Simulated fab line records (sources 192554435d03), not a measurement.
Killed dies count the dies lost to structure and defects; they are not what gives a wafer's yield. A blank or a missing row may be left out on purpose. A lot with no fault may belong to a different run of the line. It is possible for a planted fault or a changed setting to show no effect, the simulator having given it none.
The same fault as seen by 2 desks -- flow n5_finfet -- every desk sees just its own numbers, and what lay behind them comes last

TOOL OWNER'S DESK, cmp-04
The tool's own readings at N5_MOL_CONTACT_COAG_CMP_23 (polishes, stops on SiO2, t overpolish 1.5 s, target thk 0 nm): means of the sampled wafers that have a number, for each lot that ran on this tool. The brackets show how far a lot's mean lies from the usual mean; more than 4 standard deviations puts the lot out of limits, marked OUT.
Columns: A = head_pressure_psi at N5_MOL_CONTACT_COAG_CMP_23, usual 1.999 psi; B = motor_current_A at N5_MOL_CONTACT_COAG_CMP_23, usual 8.4 A; C = overpolish_run_s at N5_MOL_CONTACT_COAG_CMP_23, usual 1.500 s; D = time_to_endpoint_s at N5_MOL_CONTACT_COAG_CMP_23, usual 9.9 s
lot,first seen here,A,B,C,D
L940,day 5 05:56,1.999,8.7,1.488,12.5
L941,day 5 10:07,1.999,8.5,1.487,11.1
L945,day 6 22:31,2.076 (+17) OUT,8.5,1.494,6.4
L958,day 9 18:45,1.998,8.5,1.502,11.6
L959,day 10 02:07,1.999,8.6,1.502,7.7
L961,day 10 11:06,2.006,8.6,1.493,8.9
This desk's finding: out of limits on L945; first on L945, day 6 22:31 (head_pressure_psi at N5_MOL_CONTACT_COAG_CMP_23). In limits: L940, L941, L958, L959, L961.

METROLOGY DESK
What the gauges read for every lot (on any tool): the sampled wafers with a number, averaged. The brackets show how far a lot's mean lies from the usual mean; more than 4 standard deviations puts the lot out of limits, marked OUT. Shown here are 7 of its 11 readings, the ones lying furthest out on some lot.
Columns: A = cd_nm at N5_MOL_CONTACT_COAG_CD_MEAS_99, usual 17.0 nm; B = DIBL_N at N5_BEOL_M4_RC_MEAS_101, usual 36.1 mV/V; C = DIBL_P at N5_BEOL_M4_RC_MEAS_101, usual 36 mV/V; D = IOFF_N at N5_BEOL_M4_RC_MEAS_101, usual 0.16 nA/um; E = IOFF_P at N5_BEOL_M4_RC_MEAS_101, usual 0.20 nA/um; F = ION_N at N5_BEOL_M4_RC_MEAS_101, usual 676 uA/um; G = SS_P at N5_BEOL_M4_RC_MEAS_101, usual 73.2 mV/dec
lot,first seen here,A,B,C,D,E,F,G
L940,day 4 23:45,16.4,36.1,36,0.17,0.18,676,73.1
L941,day 5 04:08,17.0,35.9,33,0.14,0.18,678,72.8
L945,day 6 14:23,16.8,36.1,38,0.15,0.18,683,73.5
L952,day 7 21:28,16.8,35.0,36,0.16,0.18,680,73.1
L955,day 8 16:08,17.5,33.2,31,0.12,0.14,674,72.3
L957,day 9 08:46,17.1,33.3,30,0.10,0.14,660,72.2
L958,day 9 12:39,16.7,34.4,33,0.12,0.17,661,72.5
L959,day 9 20:38,17.2,36.5,36,0.18,0.23,677,73.3
L961,day 10 03:38,17.4,38.3,38,0.18,0.25,659,73.6
Result from this desk: across the 9 lots, nothing is out of limits.

PUT TOGETHER
On L945, at day 6 22:31, an alarm was possible from the tool owner's desk.
Metrology desk: nothing out of limits seen.
The metrology desk holds a record of L945, inside its limits.
All the named lots went through N5_MOL_CONTACT_COAG_CMP_23 on cmp-04.

WHAT THE SIMULATOR HAD INSERTED
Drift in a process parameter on cmp-04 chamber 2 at N5_MOL_CONTACT_COAG_CMP_23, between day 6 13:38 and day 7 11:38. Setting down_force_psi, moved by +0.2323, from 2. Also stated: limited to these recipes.
Lots struck among those shown: L945.
How many hours passed from the start of the fault until each desk's first out-of-limits reading: the tool owner's desk, 9.
